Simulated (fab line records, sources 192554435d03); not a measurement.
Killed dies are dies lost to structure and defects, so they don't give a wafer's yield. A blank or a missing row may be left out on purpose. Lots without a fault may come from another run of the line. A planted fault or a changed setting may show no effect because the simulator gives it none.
fab line records | flow n5_finfet | part 1 of 2: steps 1 to 21 of 28
record lots=5 wafers=15 last_day=18
route steps=1938 shown SD_EPI_N@289 SD_EPI_P@295
lots that met no fault: from a run of the same line without faults
start_h: hours from the record's first day to the start of the lot's first wafer shown | wait_h: hours since the lot's step before | " the same as in the row above | L1.1+2: a row that stands for several wafers | - no value, or no start given | * or withheld: withheld | < > ~ a bound
route shown NAME@n: a module of which the file shows steps, and the number in the route of the first | usual: mean/standard deviation of fault-free wafers | same: alike in all rows | chamber/n: place in a boat | sites: the reading at each site | _std_site: their standard deviation | _edge_site: outer sites' mean less inner sites' | radius_mm: how far each site lies from the wafer's centre | mask NAME#n: copy n | behind: the tool/chamber that last shaped the wafer | hold: why the lot was held/for how many hours/how that ended | device: the transistor (n, p or np) that didn't switch | end of line: the same wafers' tests at the end of the route | a step without rows: its recipe alone | killed: dies lost to structure and defects at the first sort, not the wafer's yield | map: a wafer's dies, x killed, . not, _ none there
set.NAME: the setting as run; set.NAME@STEP: as run at that earlier step | model.NAME: the simulator's own value behind a step, which no gauge read
lots at some steps of the route; a table a step, a row a wafer
services: from which hour (start_h, from the record's first day; less than 0 if before it) a tool's chamber was out of use, for how many hours, and why
## steps
# step N5_SD_EPI_N_EPI_MEAS_23
# recipe mode=xrd
# usual thk_nm=59.3/1.3
# columns lot.wafer tool chamber start_h wait_h thk_nm
L074.2 film_metro-01 - 57.73 1.2 60.5
L074.3 " - " " 57.6
L074.6 " - " " 59.2
L077.1 film_metro-02 - 70.28 1.9 59.7
L077.3 " - " " 60.4
L077.4 " - " " 60.6
L080.1 film_metro-01 - 88.03 1.4 59.3
L080.5 " - " " 58.2
L080.6 " - " " 58.9
L090.2 film_metro-02 - 147.87 1.2 58.5
L090.3 " - " " 58.5
L090.5 " - " " 57.6
L096.1 film_metro-01 - 183.46 1.4 60.5
L096.2 " - " " 59.4
L096.3 " - " " 59.5
# step N5_SD_EPI_N_PRECLEAN_24
# recipe chemistry=O3/DIW time_s=60 temp_c=22 o3_ppm=10
# usual o3_ppm=10.00/0.096
# columns lot.wafer tool chamber start_h wait_h o3_ppm
L074.2 wet_bench-05 1 57.76 0.0 9.93
L074.3 " 6 " " 9.98
L074.6 " 4 " " 10.03
L077.1 wet_bench-02 7 70.32 0.0 10.10
L077.3 " 6 " " 10.11
L077.4 " 4 " " 9.84
L080.1 wet_bench-02 5 88.07 0.0 10.03
L080.5 " 7 " " 10.04
L080.6 " 1 " " 10.04
L090.2 wet_bench-02 1 147.91 0.0 10.06
L090.3 " 2 " " 10.06
L090.5 " 7 " " 10.08
L096.1 wet_bench-02 0 183.50 0.0 10.08
L096.2 " 6 " " 9.96
L096.3 " 4 " " 10.02
# step N5_SD_EPI_N_SRD_25
# recipe time_s=30 temp_c=23 rinse_liquid=diw dry=ipa_marangoni
# columns lot.wafer tool chamber start_h wait_h
L074.2+3+6 wet_bench-05 1,6,4 57.78 0.0
L077.1+3+4 wet_bench-02 7,6,4 70.34 0.0
L080.1+5+6 wet_bench-02 5,7,1 88.09 0.0
L090.2+3+5 wet_bench-02 1,2,7 147.93 0.0
L096.1+2+3 wet_bench-02 0,6,4 183.51 0.0
# step N5_SD_EPI_N_PRECLEAN_49
# recipe chemistry=NF3:NH3 afs_cycles=1 temp_c=30 time_s=20 sublimation_temp_c=180 sublimation_time_s=60 pressure_torr=3 rf_power_w=30
# columns lot.wafer tool chamber start_h wait_h
L074.2+3+6 remote_plasma-01 0 57.86 0.1
L077.1+3+4 remote_plasma-01 0 70.39 0.0
L080.1+5+6 remote_plasma-02 1 88.14 0.0
L090.2+3+5 remote_plasma-02 1 148.01 0.1
L096.1+2+3 remote_plasma-01 1 183.56 0.0
# step N5_SD_EPI_N_LINER_46
# recipe material=SiNx target_thk_a=30 temp_c=400 ald_precursor_family=SiH2I2 ald_co_reactant=N2/H2-plasma pressure_torr=2
# usual heater_power_w=838/110
# columns lot.wafer tool chamber start_h wait_h heater_power_w since_wet_clean_h
L074.2 ald_sin-04 3 58.03 0.1 744 246
L074.3 " 2 " " 959 246
L074.6 " 0 " " 810 -
L077.1 ald_sin-01 0 70.59 0.2 708 351
L077.3 " 3 " " 1085 351
L077.4 " 2 " " 826 351
L080.1 ald_sin-03 1 88.43 0.3 871 185
L080.5 " 1 " " 895 -
L080.6 " 0 " " 757 -
L090.2 ald_sin-03 2 148.18 0.1 869 245
L090.3 " 0 " " 774 245
L090.5 " 3 " " 727 -
L096.1 ald_sin-03 3 183.76 0.2 726 281
L096.2 " 1 " " 898 281
L096.3 " 2 " " 873 281
# step N5_SD_EPI_N_INSPECT_26
# recipe inspect_instrument=darkfield mode=post_epi
# usual raw_defect_count=220/52
# columns lot.wafer tool chamber start_h wait_h raw_defect_count
L074.2 defect_inspect-01 - 58.28 0.1 181
L074.3 " - " " 173
L074.6 " - " " 138
L077.1 defect_inspect-01 - 70.84 0.1 285
L077.3 " - " " 243
L077.4 " - " " 236
L080.1 defect_inspect-01 - 88.68 0.1 247
L080.5 " - " " 225
L080.6 " - " " 168
L090.2 defect_inspect-01 - 148.43 0.1 149
L090.3 " - " " 151
L090.5 " - " " 153
L096.1 defect_inspect-01 - 184.01 0.1 169
L096.2 " - " " 202
L096.3 " - " " 148
# step N5_SD_EPI_P_COAT_34
# recipe resist=SOC temp_c=250 time_s=60 spin_rpm=1500 resist_thk_nm=350
# usual exhaust_pa=45.2/0.87 plate_temp_C=249.98/0.19
# columns lot.wafer tool chamber start_h wait_h exhaust_pa plate_temp_C
L074.2 litho_track-03 0 58.31 0.0 45.3 249.83
L074.3 " 0 " " 45.9 250.12
L074.6 " 0 " " 44.9 250.01
L077.1 litho_track-02 0 70.87 0.0 44.0 249.78
L077.3 " 0 " " 44.7 249.76
L077.4 " 0 " " 45.3 249.59
L080.1 litho_track-01 0 88.71 0.0 46.5 250.17
L080.5 " 0 " " 45.4 250.07
L080.6 " 0 " " 45.8 250.16
L090.2 litho_track-03 0 148.46 0.0 45.5 250.28
L090.3 " 0 " " 45.3 250.04
L090.5 " 0 " " 44.7 250.10
L096.1 litho_track-03 0 184.04 0.0 45.3 249.95
L096.2 " 0 " " 44.9 249.84
L096.3 " 0 " " 45.2 249.88
# step N5_SD_EPI_P_COAT_35
# recipe resist=SiARC temp_c=220 time_s=60 spin_rpm=1500 resist_thk_nm=35
# usual exhaust_pa=44.9/0.77 plate_temp_C=219.99/0.16
# columns lot.wafer tool chamber start_h wait_h exhaust_pa plate_temp_C
L074.2 litho_track-03 0 - - 44.6 219.84
L074.3 " 0 " " 44.1 220.18
L074.6 " 0 " " 46.2 219.82
L077.1 litho_track-02 0 - - 45.6 219.90
L077.3 " 0 " " 45.8 219.95
L077.4 " 0 " " 45.2 219.97
L080.1 litho_track-01 0 - - 45.1 219.98
L080.5 " 0 " " 46.0 220.22
L080.6 " 0 " " 45.3 220.01
L090.2 litho_track-03 0 - - 45.7 220.22
L090.3 " 0 " " 44.7 220.25
L090.5 " 0 " " 44.8 219.74
L096.1 litho_track-03 0 - - 45.6 220.11
L096.2 " 0 " " 44.9 220.22
L096.3 " 0 " " 44.9 219.98
# step N5_SD_EPI_P_COAT_03
# recipe resist=CAR-ArF-block spin_rpm=1500 resist_thk_nm=150
# usual exhaust_pa=44.9/0.9
# columns lot.wafer tool chamber start_h wait_h exhaust_pa
L074.2 litho_track-03 0 - - 45.9
L074.3 " 0 " " 46.4
L074.6 " 0 " " 46.8
L077.1 litho_track-02 0 - - 44.7
L077.3 " 0 " " 45.2
L077.4 " 0 " " 45.2
L080.1 litho_track-01 0 - - 44.7
L080.5 " 0 " " 44.5
L080.6 " 0 " " 44.4
L090.2 litho_track-03 0 - - 45.1
L090.3 " 0 " " 46.3
L090.5 " 0 " " 44.4
L096.1 litho_track-03 0 - - 45.2
L096.2 " 0 " " 46.1
L096.3 " 0 " " 46.2
# step N5_SD_EPI_P_EBR_05
# recipe solvent=PGMEA ebr_width_mm=1.5
# usual exhaust_pa=45.0/1
# columns lot.wafer tool chamber start_h wait_h exhaust_pa
L074.2 litho_track-03 0 - - 43.6
L074.3 " 0 " " 45.3
L074.6 " 0 " " 45.2
L077.1 litho_track-02 0 - - 43.2
L077.3 " 0 " " 44.9
L077.4 " 0 " " 44.1
L080.1 litho_track-01 0 - - 45.5
L080.5 " 0 " " 46.5
L080.6 " 0 " " 46.2
L090.2 litho_track-03 0 - - 45.2
L090.3 " 0 " " 44.4
L090.5 " 0 " " 45.2
L096.1 litho_track-03 0 - - 46.0
L096.2 " 0 " " 47.2
L096.3 " 0 " " 46.5
# step N5_SD_EPI_P_SOFTBAKE_04
# recipe temp_c=110 time_s=60 resist=CAR-ArF-block
# usual exhaust_pa=45.2/0.84 plate_temp_C=109.99/0.13
# columns lot.wafer tool chamber start_h wait_h exhaust_pa plate_temp_C
L074.2 litho_track-03 0 - - 45.7 110.11
L074.3 " 0 " " 44.5 110.12
L074.6 " 0 " " 45.9 109.96
L077.1 litho_track-02 0 - - 44.6 109.78
L077.3 " 0 " " 45.5 109.87
L077.4 " 0 " " 43.5 109.92
L080.1 litho_track-01 0 - - 45.9 110.01
L080.5 " 0 " " 46.3 110.09
L080.6 " 0 " " 46.0 109.98
L090.2 litho_track-03 0 - - 45.1 109.84
L090.3 " 0 " " 46.0 109.94
L090.5 " 0 " " 45.0 109.83
L096.1 litho_track-03 0 - - 46.1 110.08
L096.2 " 0 " " 44.9 109.83
L096.3 " 0 " " 45.4 109.81
# step N5_SD_EPI_P_EXPOSE_06
# recipe mask_id=SD_P_BLK na=1.35 source_shape=conventional sigma_outer=0.8 polarization=unpolarized target_cd_nm=240 dose_mj=39.5
# usual exposure_dose_mJ_cm2=39.49/0.045
# columns lot.wafer tool chamber start_h wait_h mask exposure_dose_mJ_cm2
L074.2 arfi_scanner-01 0 58.56 - SD_P_BLK#0 39.52
L074.3 " 0 " " SD_P_BLK#0 39.49
L074.6 " 0 " " SD_P_BLK#0 39.49
L077.1 arfi_scanner-03 0 71.11 - SD_P_BLK#0 39.46
L077.3 " 0 " " SD_P_BLK#0 39.52
L077.4 " 0 " " SD_P_BLK#0 39.54
L080.1 arfi_scanner-03 0 88.96 - SD_P_BLK#0 39.48
L080.5 " 0 " " SD_P_BLK#0 39.48
L080.6 " 0 " " SD_P_BLK#0 39.53
L090.2 arfi_scanner-02 0 148.71 - SD_P_BLK#0 39.51
L090.3 " 0 " " SD_P_BLK#0 39.48
L090.5 " 0 " " SD_P_BLK#0 39.47
L096.1 arfi_scanner-03 0 184.29 - SD_P_BLK#0 39.48
L096.2 " 0 " " SD_P_BLK#0 39.50
L096.3 " 0 " " SD_P_BLK#0 39.53
# step N5_SD_EPI_P_PEB_07
# recipe peb_temp_c=110 peb_time_s=60 resist=CAR-ArF-block
# usual exhaust_pa=45.0/0.86 plate_temp_C=110.03/0.14
# columns lot.wafer tool chamber start_h wait_h exhaust_pa plate_temp_C
L074.2 litho_track-03 0 58.61 0.0 46.0 109.96
L074.3 " 0 " " 45.4 110.06
L074.6 " 0 " " 45.3 109.91
L077.1 litho_track-02 0 71.17 0.1 44.4 109.95
L077.3 " 0 " " 44.3 110.12
L077.4 " 0 " " 45.1 109.96
L080.1 litho_track-03 0 89.01 0.1 44.9 109.97
L080.5 " 0 " " 44.5 109.73
L080.6 " 0 " " 44.3 110.03
L090.2 litho_track-01 0 148.76 0.0 45.5 110.08
L090.3 " 0 " " 45.3 110.11
L090.5 " 0 " " 45.6 109.88
L096.1 litho_track-03 0 184.34 0.1 44.2 109.89
L096.2 " 0 " " 45.2 110.02
L096.3 " 0 " " 44.8 109.92
# step N5_SD_EPI_P_DEVELOP_08
# recipe develop_time_s=30 developer=TMAH resist=CAR-ArF-block dev_temp_c=23 rinse_liquid=diw dry=air_spin
# usual exhaust_pa=45.1/0.87
# columns lot.wafer tool chamber start_h wait_h exhaust_pa
L074.2 litho_track-03 0 - - 45.0
L074.3 " 0 " " 45.9
L074.6 " 0 " " 44.4
L077.1 litho_track-02 0 - - 43.6
L077.3 " 0 " " 45.2
L077.4 " 0 " " 45.4
L080.1 litho_track-03 0 - - 45.6
L080.5 " 0 " " 45.1
L080.6 " 0 " " 44.4
L090.2 litho_track-01 0 - - 43.9
L090.3 " 0 " " 44.5
L090.5 " 0 " " 45.0
L096.1 litho_track-03 0 - - 45.7
L096.2 " 0 " " 45.1
L096.3 " 0 " " 44.9
# step N5_SD_EPI_P_CD_MEAS_09
# recipe target_cd_nm=240 landing_energy_ev=500 detector=se_inlens
# usual cd_nm=240.1/0.78
# columns lot.wafer tool chamber start_h wait_h cd_nm
L074.2 cd_sem-03 0 58.68 - 240.2
L074.3 " 0 " " 240.3
L074.6 " 0 " " 240.2
L077.1 cd_sem-03 0 71.23 - 239.5
L077.3 " 0 " " 238.6
L077.4 " 0 " " 239.4
L080.1 cd_sem-02 0 89.08 - 240.8
L080.5 " 0 " " 239.6
L080.6 " 0 " " 238.9
L090.2 cd_sem-01 0 148.83 - 240.1
L090.3 " 0 " " 239.8
L090.5 " 0 " " 240.4
L096.1 cd_sem-03 0 184.41 - 240.5
L096.2 " 0 " " 239.9
L096.3 " 0 " " 240.4
# step N5_SD_EPI_P_OVL_MEAS_10
# recipe points_per_wafer=44
# usual SD_P_BLK_OVL=0.0/0.83
# columns lot.wafer tool chamber start_h wait_h SD_P_BLK_OVL[nm]
L074.2 overlay-01 0 58.71 0.0 -0.6
L074.3 " 0 " " -0.3
L074.6 " 0 " " 0.3
L077.1 overlay-01 0 71.27 0.0 0.9
L077.3 " 0 " " 1.2
L077.4 " 0 " " 1.5
L080.1 overlay-01 0 89.11 0.0 -1.1
L080.5 " 0 " " 0.4
L080.6 " 0 " " -1.3
L090.2 overlay-02 0 148.86 0.0 1.0
L090.3 " 0 " " 0.4
L090.5 " 0 " " 1.0
L096.1 overlay-02 0 184.44 0.0 1.1
L096.2 " 0 " " 0.5
L096.3 " 0 " " 0.0
# step N5_SD_EPI_P_INSPECT_11
# recipe mode=adi inspect_instrument=macro
# usual raw_defect_count=2.0/1.4
# columns lot.wafer tool chamber start_h wait_h raw_defect_count
L074.2 defect_inspect-01 - 58.73 0.0 1
L074.3 " - " " 0
L074.6 " - " " 3
L077.1 defect_inspect-01 - 71.29 0.0 1
L077.3 " - " " 1
L077.4 " - " " 2
L080.1 defect_inspect-02 - 89.13 0.0 1
L080.5 " - " " 2
L080.6 " - " " 2
L090.2 defect_inspect-01 - 148.88 0.0 6
L090.3 " - " " 0
L090.5 " - " " 0
L096.1 defect_inspect-02 - 184.47 0.0 3
L096.2 " - " " 0
L096.3 " - " " 0
# step N5_SD_EPI_P_DESCUM_14
# recipe chemistry=O2 time_s=7.9 source_power_w=50 bias_power_w=20 pressure_mtorr=20 rf_frequency_hz=2.712e+07 temp_c=40 resist=CAR-ArF-block o2_flow_sccm=225
# usual drypump_motor_current_A=5.4/0.33 oes_product_au=0.78/0.094 rf_vpp_V=242.8/1.3 showerhead_plenum_p_Torr=2.07/0.066 throttle_valve_pct=20.52/0.27
# columns lot.wafer tool chamber start_h wait_h drypump_motor_current_A oes_product_au rf_hours_counter_h rf_vpp_V showerhead_plenum_p_Torr throttle_valve_pct
L074.2 rie_diel-04 1 58.77 0.0 5.2 0.78 113 243.0 2.11 20.15
L074.3 " 2 " " 5.8 0.70 212 242.1 1.99 20.79
L074.6 " 0 " " 5.1 0.67 - 242.5 2.06 20.83
L077.1 rie_diel-04 3 71.32 0.0 5.6 0.95 18 242.8 2.06 20.05
L077.3 " 1 " " 5.2 0.77 117 245.4 2.11 20.16
L077.4 " 2 " " 5.9 0.70 217 241.7 1.98 20.79
L080.1 rie_diel-06 1 89.69 0.6 4.9 0.80 117 244.3 2.20 20.56
L080.5 " 3 " " 5.9 0.68 - 243.2 2.05 20.66
L080.6 " 0 " " 5.3 0.77 - 244.6 2.10 20.80
L090.2 rie_diel-06 3 148.91 0.0 5.9 0.97 11 242.4 2.05 20.35
L090.3 " 1 " " 4.9 0.78 140 245.3 2.19 20.59
L090.5 " 2 " " 5.4 0.69 - 241.3 1.98 20.71
L096.1 rie_diel-04 0 184.50 0.0 5.1 0.99 2 243.3 2.05 20.51
L096.2 " 3 " " 5.6 0.87 58 242.5 2.04 20.10
L096.3 " 1 " " 5.2 0.76 139 242.5 2.10 20.20
# step N5_SD_EPI_P_ETCH_36
# recipe chemistry=CF4 target=SiARC target_depth_a=455 mask_material=CAR-ArF-block time_s=75.8 ion_energy_ev=80 pressure_mtorr=40 source_w=545 bias_w=36 Ar_flow_sccm=100 cf4_flow_sccm=100 ends=cleared
# usual drypump_motor_current_A=5.4/0.33 etch_rf_on_time_s=75.9/1.3 oes_product_au=0.66/0.079 rf_vpp_V=183.8/1.2 showerhead_plenum_p_Torr=2.12/0.063 throttle_valve_pct=15.69/0.29
# columns lot.wafer tool chamber start_h wait_h drypump_motor_current_A etch_rf_on_time_s oes_product_au rf_hours_counter_h rf_vpp_V showerhead_plenum_p_Torr throttle_valve_pct
L074.2 rie_diel-04 1 58.80 0.0 5.1 75.1 0.66 113 184.2 2.16 15.31
L074.3 " 2 " " 5.8 76.4 0.61 212 183.7 2.04 16.00
L074.6 " 0 " " 5.2 75.7 0.58 - 182.0 2.11 16.05
L077.1 rie_diel-04 3 71.36 0.0 5.6 74.1 0.82 18 182.5 2.10 15.17
L077.3 " 1 " " 5.2 73.6 0.66 117 185.8 2.15 15.30
L077.4 " 2 " " 5.8 75.7 0.60 217 183.2 2.04 16.01
L080.1 rie_diel-06 1 89.73 0.0 4.9 75.2 0.68 117 185.4 2.24 15.71
L080.5 " 3 " " 5.9 78.9 0.58 - 184.0 2.10 15.89
L080.6 " 0 " " 5.2 77.1 0.66 - 183.9 2.15 15.92
L090.2 rie_diel-06 3 148.95 0.0 5.9 77.7 0.80 11 184.5 2.10 15.44
L090.3 " 1 " " 4.9 74.7 0.67 140 184.4 2.23 15.75
L090.5 " 2 " " 5.4 76.8 0.58 - 183.7 2.03 15.93
L096.1 rie_diel-04 0 184.53 0.0 5.1 73.6 0.85 2 183.9 2.10 15.56
L096.2 " 3 " " 5.6 74.6 0.76 58 183.9 2.09 15.24
L096.3 " 1 " " 5.1 74.2 0.65 139 184.0 2.15 15.37
# step N5_SD_EPI_P_ETCH_37
# recipe chemistry=N2/H2 target=SOC overetch_a=1080 mask_material=SiARC temp_c=40 ion_energy_ev=100 source_w=3000 bias_w=133 pressure_mtorr=20 time_s=486 n2_flow_sccm=200 h2_flow_sccm=200 ends=end_point
# usual drypump_motor_current_A=5.4/0.33 oes_product_au=0.70/0.08 rf_vpp_V=240.4/1.3 showerhead_plenum_p_Torr=2.51/0.078 throttle_valve_pct=23.91/0.28
# columns lot.wafer tool chamber start_h wait_h drypump_motor_current_A oes_product_au rf_hours_counter_h rf_vpp_V showerhead_plenum_p_Torr throttle_valve_pct
L074.2 rie_diel-04 1 58.86 0.0 5.2 0.69 113 240.4 2.56 23.56
L074.3 " 2 " " 5.9 0.64 212 240.4 2.41 24.34
L074.6 " 0 " " 5.1 0.61 - 239.7 2.50 24.29
L077.1 rie_diel-04 3 71.41 0.0 5.6 0.84 18 240.3 2.49 23.41
L077.3 " 1 " " 5.2 0.70 117 239.8 2.55 23.56
L077.4 " 2 " " 5.8 0.64 217 237.5 2.41 24.36
L080.1 rie_diel-06 1 89.79 0.0 4.9 0.71 117 242.3 2.66 23.87
L080.5 " 3 " " 5.9 0.62 - 242.1 2.50 24.21
L080.6 " 0 " " 5.3 0.70 - 240.1 2.54 23.95
L090.2 rie_diel-06 3 149.00 0.0 5.9 0.85 11 239.2 2.49 23.95
L090.3 " 1 " " 4.9 0.70 140 241.5 2.65 23.90
L090.5 " 2 " " 5.4 0.62 - 238.7 2.40 24.07
L096.1 rie_diel-04 0 184.59 0.0 5.1 0.87 2 239.7 2.49 24.03
L096.2 " 3 " " 5.6 0.78 58 239.8 2.47 23.45
L096.3 " 1 " " 5.2 0.67 139 240.5 2.54 23.58
# step N5_SD_EPI_P_STRIP_38
# recipe chemistry=N2/H2 temp_c=40 n2_flow_sccm=200 h2_flow_sccm=200 rf_frequency_hz=6e+07
# columns lot.wafer tool chamber start_h wait_h
L074.2+3+6 rie_diel-04 1,2,0 59.17 0.2
L077.1+3+4 rie_diel-04 3,1,2 71.73 0.2
L080.1+5+6 rie_diel-06 1,3,0 90.10 0.2
L090.2+3+5 rie_diel-06 3,1,2 149.32 0.2
L096.1+2+3 rie_diel-04 0,3,1 184.90 0.2
